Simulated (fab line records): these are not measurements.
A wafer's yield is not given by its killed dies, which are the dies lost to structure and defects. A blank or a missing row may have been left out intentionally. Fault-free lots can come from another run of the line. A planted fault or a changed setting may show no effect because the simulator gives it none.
Chamber matching	flow n5_finfet	rie_diel-03 running N5_HKMG_FIN_STRIP_93: 4 sister chambers
The step strips SOC in N2/H2, time 20 s. 4 wafers are shown with their chamber, then 7 later ones without.

== WAFERS PAIRED WITH THEIR CHAMBERS ==
wafer	chamber	showerhead_plenum_p_Torr (Torr)
L078.5	0	3.18
L089.6	3	3.57
L091.1	1	3.39
L091.2	2	3.36

== WAFERS WITH NO CHAMBER GIVEN ==
wafer	showerhead_plenum_p_Torr (Torr)
L091.3	3.16
L092.2	3.56
L092.4	3.39
L092.6	3.35
L093.2	3.39
L093.3	3.56
L093.6	3.39

== WHICH CHAMBER EACH ONE RAN IN ==
wafer	from the rows above	in truth
L091.3	0	0
L092.2	3	3
L092.4	1	1
L092.6	2	2
L093.2	1	1
L093.3	3	3
L093.6	1	1
Correctly placed: 7 of 7. Number that these rows cannot place: 0. 0 placed wrongly.
How it was worked out, from the rows above alone: a wafer's distance from a chamber is the root of the sum, over the readings, of the square of ((its reading less the chamber's mean) divided by the reading's scatter). The wafer belongs to the nearest chamber; if the next one is less than 2 further off, it can't be placed. The mean given for a chamber averages the wafers shown for that chamber. The scatter (one wafer shown for each chamber): square how far every hidden wafer sits from the nearest shown wafer, average those squares and take the square root.
